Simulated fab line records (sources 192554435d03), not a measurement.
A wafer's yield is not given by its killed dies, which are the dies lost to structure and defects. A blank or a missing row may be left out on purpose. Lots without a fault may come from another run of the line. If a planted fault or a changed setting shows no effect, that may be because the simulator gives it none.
fab line records || flow n5Finfet
record {"lots": 4, "wafers": 12, "lastDay": 17}
route steps=1938 shown BEOL_M5@1119 PASSIVATION@1936
lots that met no fault: from a run of the same line without faults
startH: the number of hours between the record's first day and the start of the first shown wafer of the lot || waitH: hours from the lot's prior step to this one || " same as the row above || L1.1+2: a row that stands for several wafers || - no value, or no start given || * or withheld: withheld || < > ~ a bound
route shown NAME@n: a module of which the file shows steps, and the number in the route of the first || usual: mean/standard deviation taken from wafers without a fault || same: alike in all rows || chamber/n: place in a boat || sites: each site's reading || _std_site: the values' standard deviation || _edge_site: inner sites' mean taken away from outer sites' mean || radiusMm: how far each site lies from the wafer's centre || mask NAME#n: copy n || behind: the tool/chamber that last shaped the wafer || hold: why the lot went on hold/how many hours it stayed there/how the hold came to an end || device: transistor that didn't switch, given as n, p or np || end of line: the route-end tests of the same wafers || step lacking rows: just its recipe || killed: the dies lost at the first sort to structure and to defects; this is not the yield of the wafer || map: a wafer's dies, x killed, . not, _ none there
set.NAME: the setting that was run; set.NAME@STEP: the one run at that earlier step || model.NAME: the simulator's own value behind a step, which no gauge read
lots at some steps of the route; a table a step, a row a wafer
services: the hour from which a tool's chamber was out of use, counted from the record's first day as startH (under 0 if before that day), plus the number of hours and why
## steps
# step N5_BEOL_M5_COAT_71
# recipe {"resist": "underlayer", "tempC": 205, "timeS": 60, "spinRpm": 1500, "resistThkNm": 5}
# step N5_BEOL_M5_COAT_05
# recipe {"resist": "CAR-EUV", "spinRpm": 1500, "resistThkNm": 30}
# step N5_BEOL_M5_EBR_07
# recipe {"solvent": "PGMEA", "ebrWidthMm": 1.5}
# step N5_BEOL_M5_SOFTBAKE_06
# recipe {"tempC": 110, "timeS": 60, "resist": "CAR-EUV"}
# step N5_BEOL_M5_EXPOSE_08
# recipe {"maskId": "M5", "na": 0.33, "sourceShape": "annular", "sigmaInner": 0.4, "sigmaOuter": 0.8, "polarization": "unpolarized", "targetCdNm": 28, "doseMj": 35.75}
# step N5_BEOL_M5_PEB_09
# recipe {"pebTempC": 100, "pebTimeS": 60, "resist": "CAR-EUV"}
# step N5_BEOL_M5_DEVELOP_10
# recipe {"developTimeS": 30, "developer": "TMAH", "resist": "CAR-EUV", "rinseLiquid": "surfactantRinse", "dry": "airSpin", "devTempC": 23}
# step N5_BEOL_M5_DESCUM_16
# recipe {"chemistry": "O2", "timeS": 7, "sourcePowerW": 50, "biasPowerW": 20, "pressureMtorr": 20, "rfFrequencyHz": 2.712e+07, "tempC": 40, "resist": "CAR-EUV", "o2FlowSccm": 225}
# step N5_BEOL_M5_ETCH_72
# recipe {"chemistry": "N2/H2", "target": "underlayer", "targetDepthA": 65, "maskMaterial": "CAR-EUV", "timeS": 5.2, "ionEnergyEv": 200, "pressureMtorr": 30, "sourceW": 840, "biasW": 150, "n2FlowSccm": 200, "h2FlowSccm": 200, "ends": "cleared"}
# step N5_BEOL_M5_ETCH_61
# recipe {"chemistry": "CF4", "target": "SiARC", "targetDepthA": 156, "maskMaterial": "CAR-EUV", "timeS": 26, "ionEnergyEv": 80, "pressureMtorr": 40, "sourceW": 545, "biasW": 36, "Ar_flow_sccm": 100, "cf4FlowSccm": 100, "ends": "cleared"}
# usual {"drypumpMotorCurrentA": "5.8/0.31", "etchRfOnTimeS": "25.9/0.48", "oesProductAu": "0.67/0.058", "rfVppV": "184.4/1.2", "showerheadPlenumPTorr": "2.18/0.07", "throttleValvePct": "15.59/0.23"}
{"lot.wafer": "L711.1", "tool": "rieDiel-03", "chamber": 3, "startH": 242.29, "waitH": 0.0, "drypumpMotorCurrentA": 5.8, "etchRfOnTimeS": 26.2, "oesProductAu": 0.76, "rfHoursCounterH": 40, "rfVppV": 184.9, "showerheadPlenumPTorr": 2.18, "throttleValvePct": 15.57}
{"lot.wafer": "L711.4", "tool": "rieDiel-03", "chamber": 0, "startH": 242.29, "waitH": 0.0, "drypumpMotorCurrentA": 5.2, "etchRfOnTimeS": 25.1, "oesProductAu": 0.78, "rfHoursCounterH": 32, "rfVppV": 184.3, "showerheadPlenumPTorr": 2.18, "throttleValvePct": 15.36}
{"lot.wafer": "L711.5", "tool": "rieDiel-03", "chamber": 2, "startH": 242.29, "waitH": 0.0, "drypumpMotorCurrentA": 5.4, "etchRfOnTimeS": 25.8, "oesProductAu": 0.66, "rfHoursCounterH": "-", "rfVppV": 184.8, "showerheadPlenumPTorr": 2.15, "throttleValvePct": 15.65}
{"lot.wafer": "L714.3", "tool": "rieDiel-03", "chamber": 1, "startH": 257.69, "waitH": 0.0, "drypumpMotorCurrentA": 5.9, "etchRfOnTimeS": 25.8, "oesProductAu": 0.59, "rfHoursCounterH": 218, "rfVppV": 184.6, "showerheadPlenumPTorr": 2.21, "throttleValvePct": 16.10}
{"lot.wafer": "L714.4", "tool": "rieDiel-03", "chamber": 3, "startH": 257.69, "waitH": 0.0, "drypumpMotorCurrentA": 5.8, "etchRfOnTimeS": 26.6, "oesProductAu": 0.74, "rfHoursCounterH": 45, "rfVppV": 183.3, "showerheadPlenumPTorr": 2.17, "throttleValvePct": 15.58}
{"lot.wafer": "L714.6", "tool": "rieDiel-03", "chamber": 3, "startH": 257.69, "waitH": 0.0, "drypumpMotorCurrentA": 5.8, "etchRfOnTimeS": 26.4, "oesProductAu": 0.74, "rfHoursCounterH": "-", "rfVppV": 185.5, "showerheadPlenumPTorr": 2.17, "throttleValvePct": 15.58}
{"lot.wafer": "L717.4", "tool": "rieDiel-03", "chamber": 1, "startH": 279.99, "waitH": 0.0, "drypumpMotorCurrentA": 6.0, "etchRfOnTimeS": 25.8, "oesProductAu": 0.60, "rfHoursCounterH": 223, "rfVppV": 184.5, "showerheadPlenumPTorr": 2.21, "throttleValvePct": 16.10}
{"lot.wafer": "L717.5", "tool": "rieDiel-03", "chamber": 0, "startH": 279.99, "waitH": 0.0, "drypumpMotorCurrentA": 5.2, "etchRfOnTimeS": 24.6, "oesProductAu": 0.76, "rfHoursCounterH": "-", "rfVppV": 185.1, "showerheadPlenumPTorr": 2.17, "throttleValvePct": 15.37}
{"lot.wafer": "L717.6", "tool": "rieDiel-03", "chamber": 1, "startH": 279.99, "waitH": 0.0, "drypumpMotorCurrentA": 5.9, "etchRfOnTimeS": 25.6, "oesProductAu": 0.60, "rfHoursCounterH": "-", "rfVppV": 184.7, "showerheadPlenumPTorr": 2.21, "throttleValvePct": 16.09}
{"lot.wafer": "L722.1", "tool": "rieDiel-05", "chamber": 0, "startH": 308.19, "waitH": 0.0, "drypumpMotorCurrentA": 6.1, "etchRfOnTimeS": 26.1, "oesProductAu": 0.62, "rfHoursCounterH": 203, "rfVppV": 186.0, "showerheadPlenumPTorr": 2.21, "throttleValvePct": 15.59}
{"lot.wafer": "L722.2", "tool": "rieDiel-05", "chamber": 2, "startH": 308.19, "waitH": 0.0, "drypumpMotorCurrentA": 6.4, "etchRfOnTimeS": 26.6, "oesProductAu": 0.62, "rfHoursCounterH": 186, "rfVppV": 184.1, "showerheadPlenumPTorr": 2.22, "throttleValvePct": 16.02}
{"lot.wafer": "L722.4", "tool": "rieDiel-05", "chamber": 3, "startH": 308.19, "waitH": 0.0, "drypumpMotorCurrentA": 6.1, "etchRfOnTimeS": 26.4, "oesProductAu": 0.67, "rfHoursCounterH": 104, "rfVppV": 185.4, "showerheadPlenumPTorr": 2.23, "throttleValvePct": 15.58}
# step N5_BEOL_M5_ETCH_62
# recipe {"chemistry": "N2/H2", "target": "SOC", "targetDepthA": 750, "overetchA": 150, "maskMaterial": "SiARC", "tempC": 40, "timeS": 112.5, "ionEnergyEv": 200, "pressureMtorr": 30, "sourceW": 840, "biasW": 150, "n2FlowSccm": 200, "h2FlowSccm": 200}
# step N5_BEOL_M5_STRIP_63
# recipe {"chemistry": "N2/H2", "tempC": 40, "n2FlowSccm": 200, "h2FlowSccm": 200, "rfFrequencyHz": 6e+07}
# step N5_BEOL_M5_STRIP_73
# recipe {"chemistry": "N2/H2", "tempC": 40, "n2FlowSccm": 200, "h2FlowSccm": 200, "rfFrequencyHz": 6e+07}
# step N5_BEOL_M5_STRIP_64
# recipe {"chemistry": "CF4", "resist": "SiARC", "powerW": 300, "biasPowerW": 75, "pressureMtorr": 50, "cf4FlowSccm": 150, "rfFrequencyHz": 6e+07}
# step N5_BEOL_M5_HM_OPEN_17
# recipe {"chemistry": "Cl2/BCl3", "targetDepthA": 200, "overetchA": 60, "target": "TiN", "maskMaterial": "SOC", "ionEnergyEv": 150, "pressureMtorr": 10, "icpW": 1000, "biasW": 126, "Cl2_flow_sccm": 53.25, "bcl3FlowSccm": 21.75, "Ar_flow_sccm": 25}
# step N5_BEOL_M5_STRIP_19
# recipe {"chemistry": "O2", "powerW": 400, "tempC": 40, "pressureMtorr": 30, "rfFrequencyHz": 6e+07, "biasPowerW": 0, "overashFraction": 0.2, "o2FlowSccm": 225}
# step N5_BEOL_M5_COAT_65
# recipe {"resist": "SOC", "tempC": 250, "timeS": 60, "spinRpm": 1500, "resistThkNm": 60}
# step N5_BEOL_M5_COAT_66
# recipe {"resist": "SiARC", "tempC": 220, "timeS": 60, "spinRpm": 1500, "resistThkNm": 12}
# step N5_BEOL_M5_COAT_74
# recipe {"resist": "underlayer", "tempC": 205, "timeS": 60, "spinRpm": 1500, "resistThkNm": 5}
# step N5_BEOL_M5_COAT_22
# recipe {"resist": "CAR-EUV", "spinRpm": 1500, "resistThkNm": 30}
# step N5_BEOL_M5_EBR_24
# recipe {"solvent": "PGMEA", "ebrWidthMm": 1.5}
# step N5_BEOL_M5_SOFTBAKE_23
# recipe {"tempC": 110, "timeS": 60, "resist": "CAR-EUV"}
# step N5_BEOL_M5_EXPOSE_25
# recipe {"maskId": "V4", "na": 0.33, "sourceShape": "quasar", "sigmaInner": 0.2, "sigmaOuter": 0.6, "polarization": "unpolarized", "defocusNm": 10, "doseMj": 52.75}
# step N5_BEOL_M5_PEB_26
# recipe {"pebTempC": 100, "pebTimeS": 60, "resist": "CAR-EUV"}
# step N5_BEOL_M5_DEVELOP_27
# recipe {"developTimeS": 30, "developer": "TMAH", "resist": "CAR-EUV", "rinseLiquid": "surfactantRinse", "dry": "airSpin", "devTempC": 23}
# step N5_BEOL_M5_INSPECT_30
# recipe {"mode": "adi", "inspectInstrument": "brightfield"}
# usual {"rawDefectCount": "443/92"}
{"lot.wafer": "L711.1", "tool": "defectInspect-02", "chamber": "-", "startH": 243.12, "waitH": 0.1, "rawDefectCount": 435}
{"lot.wafer": "L711.4", "tool": "defectInspect-02", "chamber": "-", "startH": 243.12, "waitH": 0.1, "rawDefectCount": 380}
{"lot.wafer": "L711.5", "tool": "defectInspect-02", "chamber": "-", "startH": 243.12, "waitH": 0.1, "rawDefectCount": 355}
{"lot.wafer": "L714.3", "tool": "defectInspect-01", "chamber": "-", "startH": 258.56, "waitH": 0.0, "rawDefectCount": 650}
{"lot.wafer": "L714.4", "tool": "defectInspect-01", "chamber": "-", "startH": 258.56, "waitH": 0.0, "rawDefectCount": 703}
{"lot.wafer": "L714.6", "tool": "defectInspect-01", "chamber": "-", "startH": 258.56, "waitH": 0.0, "rawDefectCount": 673}
{"lot.wafer": "L717.4", "tool": "defectInspect-02", "chamber": "-", "startH": 282.83, "waitH": 0.0, "rawDefectCount": 902}
{"lot.wafer": "L717.5", "tool": "defectInspect-02", "chamber": "-", "startH": 282.83, "waitH": 0.0, "rawDefectCount": 617}
{"lot.wafer": "L717.6", "tool": "defectInspect-02", "chamber": "-", "startH": 282.83, "waitH": 0.0, "rawDefectCount": 726}
{"lot.wafer": "L722.1", "tool": "defectInspect-01", "chamber": "-", "startH": 309.00, "waitH": 0.1, "rawDefectCount": 301}
{"lot.wafer": "L722.2", "tool": "defectInspect-01", "chamber": "-", "startH": 309.00, "waitH": 0.1, "rawDefectCount": 386}
{"lot.wafer": "L722.4", "tool": "defectInspect-01", "chamber": "-", "startH": 309.00, "waitH": 0.1, "rawDefectCount": 408}
# step N5_BEOL_M5_DESCUM_33
# recipe {"chemistry": "O2", "timeS": 7, "sourcePowerW": 50, "biasPowerW": 20, "pressureMtorr": 20, "rfFrequencyHz": 2.712e+07, "tempC": 40, "resist": "CAR-EUV", "o2FlowSccm": 225}
# step N5_PASSIVATION_PROBE_49
# usual {"defectLimitedYield": "91.4/1.5", "killed_at_M0_to_M3": "33/9.8", "killed_at_M4_up": "14/5.5", "killedAtContacts": "12/6.5", "killedAtFrontEnd": "38/11", "killedAtOther": "3/3.1", "killedDies": "101/17", "killedOnRim": "14/4.4", "killedOpen": "66/13", "killedShort": "32/7.5", "sort_bin_5_function": "5.0/1", "sort_bin_6_memory": "3.2/0.69", "sortNPass": "1079/17", "sortYieldPct": "91.4/1.5"}
# same {"grossDies": 1180, "killedAtBackSide": 0, "sort_bin_4_leakage[%]": 0, "sort_bin_8_speed[%]": 0}
{"lot.wafer": "L711.1", "tool": "prober-01", "chamber": "-", "startH": 347.44, "waitH": 0.0, "defectLimitedYield[%]": 92.3, "killed_at_M0_to_M3": 17, "killed_at_M4_up": 7, "killedAtContacts": 15, "killedAtFrontEnd": 51, "killedAtOther": 1, "killedDies": 91, "killedOnRim": 10, "killedOpen": 66, "killedShort": 23, "sort_bin_5_function[%]": 4.4, "sort_bin_6_memory[%]": 3.0, "sortNPass": 1089, "sortYieldPct[%]": 92.3}
{"lot.wafer": "L711.4", "tool": "prober-01", "chamber": "-", "startH": 347.59, "waitH": 0.2, "defectLimitedYield[%]": 91.6, "killed_at_M0_to_M3": 46, "killed_at_M4_up": 11, "killedAtContacts": 16, "killedAtFrontEnd": 25, "killedAtOther": 1, "killedDies": 99, "killedOnRim": 11, "killedOpen": 66, "killedShort": 29, "sort_bin_5_function[%]": 5.1, "sort_bin_6_memory[%]": 2.6, "sortNPass": 1081, "sortYieldPct[%]": 91.6}
{"lot.wafer": "L711.5", "tool": "prober-01", "chamber": "-", "startH": 347.64, "waitH": 0.2, "defectLimitedYield[%]": 91.8, "killed_at_M0_to_M3": 42, "killed_at_M4_up": 10, "killedAtContacts": 10, "killedAtFrontEnd": 33, "killedAtOther": 2, "killedDies": 97, "killedOnRim": 11, "killedOpen": 63, "killedShort": 33, "sort_bin_5_function[%]": 4.3, "sort_bin_6_memory[%]": 3.6, "sortNPass": 1083, "sortYieldPct[%]": 91.8}
{"lot.wafer": "L714.3", "tool": "prober-02", "chamber": "-", "startH": 365.70, "waitH": 0.1, "defectLimitedYield[%]": 89.8, "killed_at_M0_to_M3": 17, "killed_at_M4_up": 64, "killedAtContacts": 8, "killedAtFrontEnd": 27, "killedAtOther": 4, "killedDies": 120, "killedOnRim": 22, "killedOpen": 35, "killedShort": 35, "sort_bin_5_function[%]": 6.0, "sort_bin_6_memory[%]": 3.1, "sortNPass": 1060, "sortYieldPct[%]": 89.8}
{"lot.wafer": "L714.4", "tool": "prober-02", "chamber": "-", "startH": 365.75, "waitH": 0.2, "defectLimitedYield[%]": 85.8, "killed_at_M0_to_M3": 44, "killed_at_M4_up": 68, "killedAtContacts": 4, "killedAtFrontEnd": 50, "killedAtOther": 2, "killedDies": 168, "killedOnRim": 29, "killedOpen": 66, "killedShort": 39, "sort_bin_5_function[%]": 9.1, "sort_bin_6_memory[%]": 3.7, "sortNPass": 1012, "sortYieldPct[%]": 85.8}
{"lot.wafer": "L714.6", "tool": "prober-02", "chamber": "-", "startH": 365.85, "waitH": 0.3, "defectLimitedYield[%]": 89.0, "killed_at_M0_to_M3": 23, "killed_at_M4_up": 62, "killedAtContacts": 8, "killedAtFrontEnd": 31, "killedAtOther": 6, "killedDies": 130, "killedOnRim": 17, "killedOpen": 52, "killedShort": 25, "sort_bin_5_function[%]": 6.2, "sort_bin_6_memory[%]": 3.5, "sortNPass": 1050, "sortYieldPct[%]": 89.0}
{"lot.wafer": "L717.4", "tool": "prober-01", "chamber": "-", "startH": 377.11, "waitH": 0.2, "defectLimitedYield[%]": 86.1, "killed_at_M0_to_M3": 53, "killed_at_M4_up": 71, "killedAtContacts": 15, "killedAtFrontEnd": 24, "killedAtOther": 1, "killedDies": 164, "killedOnRim": 34, "killedOpen": 77, "killedShort": 38, "sort_bin_5_function[%]": 8.9, "sort_bin_6_memory[%]": 3.9, "sortNPass": 1016, "sortYieldPct[%]": 86.1}
{"lot.wafer": "L717.5", "tool": "prober-01", "chamber": "-", "startH": 377.16, "waitH": 0.2, "defectLimitedYield[%]": 86.1, "killed_at_M0_to_M3": 37, "killed_at_M4_up": 90, "killedAtContacts": 4, "killedAtFrontEnd": 31, "killedAtOther": 2, "killedDies": 164, "killedOnRim": 32, "killedOpen": 59, "killedShort": 27, "sort_bin_5_function[%]": 9.5, "sort_bin_6_memory[%]": 3.1, "sortNPass": 1016, "sortYieldPct[%]": 86.1}
{"lot.wafer": "L717.6", "tool": "prober-01", "chamber": "-", "startH": 377.21, "waitH": 0.3, "defectLimitedYield[%]": 86.7, "killed_at_M0_to_M3": 35, "killed_at_M4_up": 71, "killedAtContacts": 17, "killedAtFrontEnd": 33, "killedAtOther": 1, "killedDies": 157, "killedOnRim": 30, "killedOpen": 78, "killedShort": 29, "sort_bin_5_function[%]": 8.4, "sort_bin_6_memory[%]": 3.9, "sortNPass": 1023, "sortYieldPct[%]": 86.7}
{"lot.wafer": "L722.1", "tool": "prober-01", "chamber": "-", "startH": 405.79, "waitH": 0.0, "defectLimitedYield[%]": 92.1, "killed_at_M0_to_M3": 24, "killed_at_M4_up": 17, "killedAtContacts": 18, "killedAtFrontEnd": 33, "killedAtOther": 1, "killedDies": 93, "killedOnRim": 7, "killedOpen": 68, "killedShort": 25, "sort_bin_5_function[%]": 4.5, "sort_bin_6_memory[%]": 3.2, "sortNPass": 1087, "sortYieldPct[%]": 92.1}
{"lot.wafer": "L722.2", "tool": "prober-01", "chamber": "-", "startH": 405.84, "waitH": 0.1, "defectLimitedYield[%]": 90.0, "killed_at_M0_to_M3": 38, "killed_at_M4_up": 15, "killedAtContacts": 24, "killedAtFrontEnd": 37, "killedAtOther": 4, "killedDies": 118, "killedOnRim": 17, "killedOpen": 81, "killedShort": 35, "sort_bin_5_function[%]": 4.7, "sort_bin_6_memory[%]": 5.0, "sortNPass": 1062, "sortYieldPct[%]": 90.0}
{"lot.wafer": "L722.4", "tool": "prober-01", "chamber": "-", "startH": 405.94, "waitH": 0.2, "defectLimitedYield[%]": 91.6, "killed_at_M0_to_M3": 27, "killed_at_M4_up": 21, "killedAtContacts": 10, "killedAtFrontEnd": 39, "killedAtOther": 2, "killedDies": 99, "killedOnRim": 8, "killedOpen": 71, "killedShort": 26, "sort_bin_5_function[%]": 5.5, "sort_bin_6_memory[%]": 2.7, "sortNPass": 1081, "sortYieldPct[%]": 91.6}
# killed by level:class
L711.1 STI_FIN_REVEAL:geometricParticle:open=22 MOL_CONTACT_COAG:geometricParticle:open=11 FIN_SAQP:geometricParticle:open=5 FIN_SAQP:geometricParticle:short=4 MOL_CONTACT_COAG:geometricParticle:short=4 BEOL_M3:geometricParticle:open=4 FIN_CUT:geometricParticle:open=3 BEOL_M0_SAQP:geometricParticle:open=3
L711.4 MOL_CONTACT_COAG:geometricParticle:open=13 BEOL_M0_SAQP:geometricParticle:open=12 BEOL_M0_SAQP:geometricParticle:short=11 BEOL_M1:geometricParticle:open=7 BEOL_M0:geometricParticle:open=7 BEOL_M4:geometricParticle:open=6 FIN_SAQP:geometricParticle:open=5 STI_FIN_REVEAL:geometricParticle:open=5
L711.5 BEOL_M0_SAQP:geometricParticle:short=13 MOL_CONTACT_COAG:geometricParticle:open=8 BEOL_M3:geometricParticle:open=7 GATE_CUT:geometricParticle:open=6 BEOL_M0_SAQP:geometricParticle:open=6 FIN_SAQP:geometricParticle:short=5 STI_FIN_REVEAL:geometricParticle:open=5 BEOL_M2:geometricParticle:open=5
L714.3 BEOL_M5:unspecified=48 MOL_CONTACT_COAG:geometricParticle:open=8 BEOL_M0_SAQP:geometricParticle:short=8 FIN_SAQP:geometricParticle:short=5 GATE_CUT:geometricParticle:short=5 BEOL_M4:geometricParticle:open=4 BEOL_M4:geometricParticle:short=4 BEOL_M0_SAQP:geometricParticle:open=3
L714.4 BEOL_M5:unspecified=55 BEOL_M3:geometricParticle:open=17 GATE_CUT:geometricParticle:short=12 BEOL_M0_SAQP:geometricParticle:open=8 HKMG_FIN:areaEtch=7 BEOL_M0_SAQP:geometricParticle:short=6 STARTING-WAFER:geometricParticle:open=6 FIN_SAQP:geometricParticle:open=5
L714.6 BEOL_M5:unspecified=53 GATE_CUT:geometricParticle:short=9 BEOL_M0_SAQP:geometricParticle:open=9 FIN_SAQP:geometricParticle:open=8 MOL_CONTACT_COAG:geometricParticle:open=7 BEOL_M0_SAQP:geometricParticle:short=6 BEOL_M3:geometricParticle:open=4 FIN_SAQP:geometricParticle:short=3
L717.4 BEOL_M5:unspecified=49 MOL_CONTACT_COAG:geometricParticle:open=15 BEOL_M0_SAQP:geometricParticle:open=12 BEOL_M3:geometricParticle:open=10 FIN_SAQP:geometricParticle:short=9 BEOL_M4:geometricParticle:open=8 BEOL_M0_SAQP:geometricParticle:short=7 BEOL_M2:geometricParticle:open=6
L717.5 BEOL_M5:unspecified=70 FIN_SAQP:geometricParticle:open=8 BEOL_M4:geometricParticle:open=8 BEOL_M2:geometricParticle:open=8 BEOL_M3:geometricParticle:open=7 BEOL_M0_SAQP:geometricParticle:short=6 HKMG_FIN:areaEtch=6 BEOL_M1:geometricParticle:open=5
L717.6 BEOL_M5:unspecified=49 FIN_SAQP:geometricParticle:open=11 MOL_CONTACT_COAG:geometricParticle:open=11 BEOL_M2:geometricParticle:open=9 MOL_CONTACT_COAG:geometricParticle:short=6 BEOL_M0_SAQP:geometricParticle:open=6 BEOL_M1:geometricParticle:open=6 DUMMY_GATE:geometricParticle:open=5
L722.1 MOL_CONTACT_COAG:geometricParticle:open=16 BEOL_M1:geometricParticle:open=8 FIN_SAQP:geometricParticle:open=5 STI_FIN_REVEAL:geometricParticle:open=5 BEOL_M0_SAQP:geometricParticle:open=5 BEOL_M0_SAQP:geometricParticle:short=5 BEOL_M4:geometricParticle:open=5 STARTING-WAFER:geometricParticle:open=5
L722.2 MOL_CONTACT_COAG:geometricParticle:open=17 BEOL_M0_SAQP:geometricParticle:open=11 BEOL_M4:geometricParticle:open=10 STI_FIN_REVEAL:geometricParticle:open=8 BEOL_M0_SAQP:geometricParticle:short=8 BEOL_M1:geometricParticle:open=8 MOL_CONTACT_COAG:geometricParticle:short=7 FIN_SAQP:geometricParticle:short=6
L722.4 FIN_SAQP:geometricParticle:open=14 BEOL_M4:geometricParticle:open=11 MOL_CONTACT_COAG:geometricParticle:open=9 BEOL_M0_SAQP:geometricParticle:open=9 GATE_CUT:geometricParticle:short=5 BEOL_M3:geometricParticle:open=5 STI_FIN_REVEAL:geometricParticle:open=4 BEOL_M0_SAQP:geometricParticle:short=4
# map L714.4 (x killed, . not)
_________________............________________
______________.......x.........._____________
___________x.x.........x...........__________
__________...................x......_________
________..xx...x.....x...........x...x_______
_______........xx.................x....______
______xx................................_____
_____.....x.....x.x......................____
____...x..............x...................___
___x.x..........................x..x.x...x.__
___.........x...........xx.x..........xx.x.__
__......x...........x..xx......x..........xx_
__..............................x.....x.xxxx_
_..x.......xx...............x......x..x..xxxx
_..xx....x.x.......x......x..........x..xxxxx
_.......xx..x...............x..........xxxxxx
_...........x..........................xxxxxx
_................x....................xxxxxxx
_.........x..................x....x..x.xxxxxx
_........x...x.................x.......xxxxxx
_......................x...x...x.x......xxxxx
__........x..x.x....x.....................xx_
__..x......x.......x...........x...x........_
___.......x..............x............x....__
___................x.............x.........__
____.........xx...x.....................xx___
_____..x......x.........x...........x....____
______......................x..........._____
_______..........x.....x...xxx....x....______
________.......................xx....._______
__________..x........x.............._________
___________........xx........x.....__________
______________.....x.x......x..x_____________
_________________....xx....x.________________
# map L717.4 (x killed, . not)
_________________.x....x..x..________________
______________x........x...x.x.._____________
___________.x.......xx..x.x..x.....__________
__________x...........xx.......x...._________
________xxxxxxx...................x..._______
_______xxxxxx......x.........x...x.....______
______xxxxxxxx...................x....x._____
_____xxxxxxx.x..............x............____
____xxxxxxx......x........x...............___
___xxxxxxx.x.......x.......................__
___xxxxxx..x..xx.x..........xx...x...x.....__
__x.x.....................x.x...x..........._
__.x.............x.........................._
_......x.....................................
_..x.........................x.......x.......
_x.......x.x.........x..x............x.......
_......x.....xx.............x................
_....x................x........x.............
_..........xx.............................x..
_.....x..x.x............x....................
_........x............x......................
__.x...........................x...x........_
__.....x.....................x......xx.x...._
___x...................x...................__
___.........x.....xxx.....x....x..x..x.....__
____....x....x....x..........x.........x.x___
_____.x.............x.....x......x.....x.____
______.........x........................_____
_______..........................xx...x______
________........x..x...x..x.........x._______
__________...............x..x......._________
___________...x.........x.......x..__________
______________.x..........x..x.._____________
_________________............________________
## services
{"tool": "rieDiel-05", "chamber": 0, "startH": 282.06, "hours": 8.2, "kind": "repair"}
{"tool": "rieDiel-05", "chamber": 1, "startH": 297.76, "hours": 7.1, "kind": "repair"}
## key
firstSign {"step": "N5_BEOL_M5_INSPECT_30", "reading": "rawDefectCount", "direction": "up", "sigmas": 2.9, "usual": 443, "struck": 712}
effect {"step": "N5_PASSIVATION_PROBE_49", "reading": "killed_at_M4_up", "direction": "up", "sigmas": 10, "usual": 14, "struck": 71}
moreKillsBornAt {"N5_BEOL_M5_ETCH_61@rieDiel-03": 324}
metAt N5_BEOL_M5_ETCH_61
struckWafers L714.3,L714.4,L714.6,L717.4,L717.5,L717.6
onsetBetween 242.29 257.69
fault {"kind": "chamberParticleSource", "tool": "rieDiel-03", "chamber": "-", "onsetH": 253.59, "steps": "N5_BEOL_M5_ETCH_61", "ratePerVisitCm2": 0.43217, "endH": 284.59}
